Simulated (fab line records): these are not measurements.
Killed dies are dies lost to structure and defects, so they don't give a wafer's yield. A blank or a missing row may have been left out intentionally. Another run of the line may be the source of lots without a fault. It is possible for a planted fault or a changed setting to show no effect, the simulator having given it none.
Which tool is to blame?    flow n5 finfet    10 lots (30 wafers sampled), 1 step of a 1938-step route

== WHAT THE GAUGES SHOWED, per wafer ==
N5_BEOL_M11_CD_MEAS_35: the cd target is 70 nm. Usual: cd nm at 70.0 nm, with a standard deviation of 0.69.
lot   measured      on         cd nm (nm)      flag
L801  day 14 14:14  cd sem-01  68.7 68.8 70.5  
L809  day 16 05:38  cd sem-03  70.2 69.2 69.1  
L808  day 16 07:05  cd sem-03  70.4 70.0 70.6  
L811  day 16 14:35  cd sem-03  70.0 70.3 71.3  
L798  day 16 14:47  cd sem-02  69.6 70.3 70.9  
L812  day 17 00:16  cd sem-03  68.8 69.2 68.9  
L813  day 17 16:23  cd sem-02  70.2 70.6 70.1  
L815  day 18 02:53  cd sem-02  70.3 70.6 70.7  
L818  day 18 03:03  cd sem-03  69.6 69.6 69.9  
L816  day 18 03:54  cd sem-03  68.4 68.6 68.8  

== TOOL THAT RAN EACH LOT (tool first, then ch and the chambers of the sampled wafers, then the start) ==
The record shows no process step preceding these readings.

== AS READ BY THE TOOLS THEMSELVES (means over the sampled wafers that have a number; for cases with no such wafer, the mark the record gives instead) ==
The record holds no such reading with a usual standard deviation.

== THE ANSWER, worked out from the rows above alone ==
Rule: a lot counts as off when the mean over its wafers that have a number is more than 3 standard deviations away from the usual mean. Also off: a lot with no number at a reading for which 4 or more lots have one. Where the step has rows for the other lots, those lots are counted as sound. After the gauges, taken in route order, come the tools' own readings; for these a lot's mean is taken, as printed above. The first step at which some lot is off is used, and at that step the reading that is off furthest; a lot without a number counts as furthest.
No lot is off at any reading shown: from this, nothing can be told.

== WHAT THE SIMULATOR HAD PUT IN ==
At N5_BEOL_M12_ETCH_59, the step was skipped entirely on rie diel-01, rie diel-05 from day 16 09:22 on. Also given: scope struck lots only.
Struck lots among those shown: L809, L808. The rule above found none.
